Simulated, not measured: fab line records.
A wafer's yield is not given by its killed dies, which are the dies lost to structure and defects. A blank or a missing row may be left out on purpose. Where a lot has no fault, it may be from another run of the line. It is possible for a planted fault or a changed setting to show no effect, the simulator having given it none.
Chamber matching :: flow n5 finfet :: 3 sister chambers for N5_BEOL_M9_CURE_71 on uv cure-03
The step cures SiCOH lowk, time 240 s. 6 wafers are shown with their chamber, then 11 later ones without.

## WAFERS PAIRED WITH THEIR CHAMBERS
wafer: L076.6
chamber: 2
wafer_temp_C_max: 388.1
lamp power pct (%): 52.38

wafer: L084.2
chamber: 0
wafer_temp_C_max: 386.3
lamp power pct (%): 52.42

wafer: L084.5
chamber: 0
wafer_temp_C_max: 387.0
lamp power pct (%): 52.38

wafer: L086.4
chamber: 1
wafer_temp_C_max: 386.9
lamp power pct (%): 52.28

wafer: L086.5
chamber: 1
wafer_temp_C_max: 387.0
lamp power pct (%): 52.41

wafer: L089.1
chamber: 2
wafer_temp_C_max: 387.7
lamp power pct (%): 52.35

## WAFERS MISSING THEIR CHAMBER
wafer: L089.2
wafer_temp_C_max: 387.7
lamp power pct (%): 52.32

wafer: L089.5
wafer_temp_C_max: 388.5
lamp power pct (%): 52.29

wafer: L089.3
wafer_temp_C_max: 388.1
lamp power pct (%): 52.26

wafer: L089.4
wafer_temp_C_max: 388.3
lamp power pct (%): 52.37

wafer: L089.6
wafer_temp_C_max: 388.4
lamp power pct (%): 52.24

wafer: L094.1
wafer_temp_C_max: 386.1
lamp power pct (%): 52.35

wafer: L094.2
wafer_temp_C_max: 386.4
lamp power pct (%): 52.29

wafer: L094.4
wafer_temp_C_max: 386.0
lamp power pct (%): 52.31

wafer: L095.2
wafer_temp_C_max: 386.3
lamp power pct (%): 52.24

wafer: L095.5
wafer_temp_C_max: 386.2
lamp power pct (%): 52.34

wafer: L095.6
wafer_temp_C_max: 386.6
lamp power pct (%): 52.32

## WHICH CHAMBER EACH ONE RAN IN
wafer: L089.2
from the rows above: can't be placed: 2 or 1
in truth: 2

wafer: L089.5
from the rows above: 2
in truth: 2

wafer: L089.3
from the rows above: can't be placed: 2 or 1
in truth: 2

wafer: L089.4
from the rows above: 2
in truth: 2

wafer: L089.6
from the rows above: 2
in truth: 2

wafer: L094.1
from the rows above: can't be placed: 0 or 1
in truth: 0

wafer: L094.2
from the rows above: can't be placed: 1 or 0
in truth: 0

wafer: L094.4
from the rows above: can't be placed: 0 or 1
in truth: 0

wafer: L095.2
from the rows above: can't be placed: 1 or 0
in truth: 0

wafer: L095.5
from the rows above: can't be placed: 0 or 1
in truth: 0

wafer: L095.6
from the rows above: can't be placed: 1 or 0
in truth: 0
Correctly placed: 3 of 11. From these rows, 8 cannot be placed; in 8 the true chamber is one of the candidates. 0 placed wrongly.
How it was worked out, from the rows above alone: a wafer's distance from a chamber is the root of the sum, over the readings, of the square of ((its reading less the chamber's mean) divided by the reading's scatter). If the next closest chamber is less than 2 further off than the closest, the wafer can't be placed; otherwise it belongs to the closest. Each chamber's mean is taken over the wafers shown for it. The scatter: the root of (the sum of the squares of (reading less its chamber's mean) over the shown wafers, divided by (wafers less chambers)).
